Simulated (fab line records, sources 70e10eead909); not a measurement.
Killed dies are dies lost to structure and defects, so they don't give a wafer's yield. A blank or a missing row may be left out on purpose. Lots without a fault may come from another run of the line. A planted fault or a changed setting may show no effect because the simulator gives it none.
A struck lot beside a sound one | flow nand_harc | 15 steps out of a route of 1159
Sound: wafers L960.1, L960.3, L960.5. Struck: wafer L971.1. (L971.6 of the same lot was not struck and is left out.) The cause comes at the end.
At each step with rows: each side's tool, then ch and its chambers, then its first start. Under that, the readings that differ: sound wafers | struck wafers | difference of the means | sigmas: that difference in standard deviations of wafers without a fault.
alike: readings whose means differ by less than 2 such deviations, and words and numbers that are the same on both sides. not compared: withheld readings, readings that some wafer has no value for, bounds like >300 that may hide the same value, and numbers for which the record gives no deviation and whose values overlap.
The two part at a step that has a row with sigmas, a row that says differs or no value, or rows on one side only. Numbers that don't overlap but have no deviation are shown without sigmas and don't part them. A reading that every wafer of one side lacks parts them only if that side has two wafers or more.

first, 7 steps without rows for these wafers: NHARC_A_BLC_COAT_03 (time 65 s); NHARC_A_BLC_COAT_04 (resist thk 90 nm); NHARC_A_BLC_SOFTBAKE_05 (time 55 s); NHARC_A_BLC_EBR_06; NHARC_A_BLC_EXPOSE_07 (exposes mask A BLC, target cd 100 nm); NHARC_A_BLC_PEB_08 (peb time 65 s); NHARC_A_BLC_DEVELOP_09 (develop time 35 s).
NHARC_A_BLC_CD_MEAS_10: target cd 100 nm.
  sound on cd_sem-03 ch 0, day 18 18:25; struck on cd_sem-01 ch 0, day 19 15:27
  alike: cd_nm
NHARC_A_BLC_OVL_MEAS_11:
  sound on overlay-02, day 18 18:31; struck on overlay-01, day 19 15:32
  alike: overlay_x_nm, overlay_y_nm
NHARC_A_BLC_INSPECT_12:
  sound on defect_inspect-01, day 18 18:33; struck on defect_inspect-01, day 19 15:34
  alike: raw_defect_count
NHARC_A_BLC_DESCUM_15: chemistry O2, time 3 s.
  sound on rie_diel-08 ch 0,2, day 18 18:37; struck on rie_diel-08 ch 2, day 19 15:40
  alike: drypump_motor_current_A, oes_product_au, rf_vpp_V, showerhead_plenum_p_Torr, throttle_valve_pct
  not compared: rf_hours_counter_h
NHARC_A_BLC_ETCH_16: etches the open film in CF4, target depth 39 nm, time 65 s.
  sound on rie_diel-08 ch 0,1, day 18 18:41; struck on rie_diel-08 ch 1, day 19 15:44
  alike: drypump_motor_current_A, oes_product_au, rf_vpp_V, showerhead_plenum_p_Torr, throttle_valve_pct
  not compared: rf_hours_counter_h
NHARC_A_BLC_ETCH_17: etches the open film in N2/H2, target depth 390 nm, time 609.38 s.
  sound on rie_diel-08 ch 0,1,3, day 18 18:50; struck on rie_diel-08 ch 0, day 19 15:51
  reading                | sound                | struck | difference | sigmas
  oes_product_au (a.u.)  | 0.997 1.005 0.986    | 0.879  | -0.117     | -13
  throttle_valve_pct (%) | 14.172 14.148 14.165 | 14.180 | +0.018     | +2
  alike: drypump_motor_current_A, rf_vpp_V, showerhead_plenum_p_Torr
  not compared: rf_hours_counter_h
NHARC_A_BLC_ETCH_18: etches the open film in C4F8/O2/Ar, target depth 910 nm.
  sound on rie_diel-08 ch 0,1; struck on rie_diel-08 ch 2
  alike: oes_product_au, rf_vpp_V
  not compared: rf_hours_counter_h
NHARC_END_SORT_01:
  the record has rows for the struck wafers here (prober-02 ch 0, day 21 13:49) and none for the sound ones

WHERE THEY PART
First at NHARC_A_BLC_ETCH_17; last, within this record, at NHARC_END_SORT_01.

WHY: what the simulator had put in
Process parameter drift: rie_diel-08, from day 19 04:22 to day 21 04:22, at NHARC_A_BLC_ETCH_17. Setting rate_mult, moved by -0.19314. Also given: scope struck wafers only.
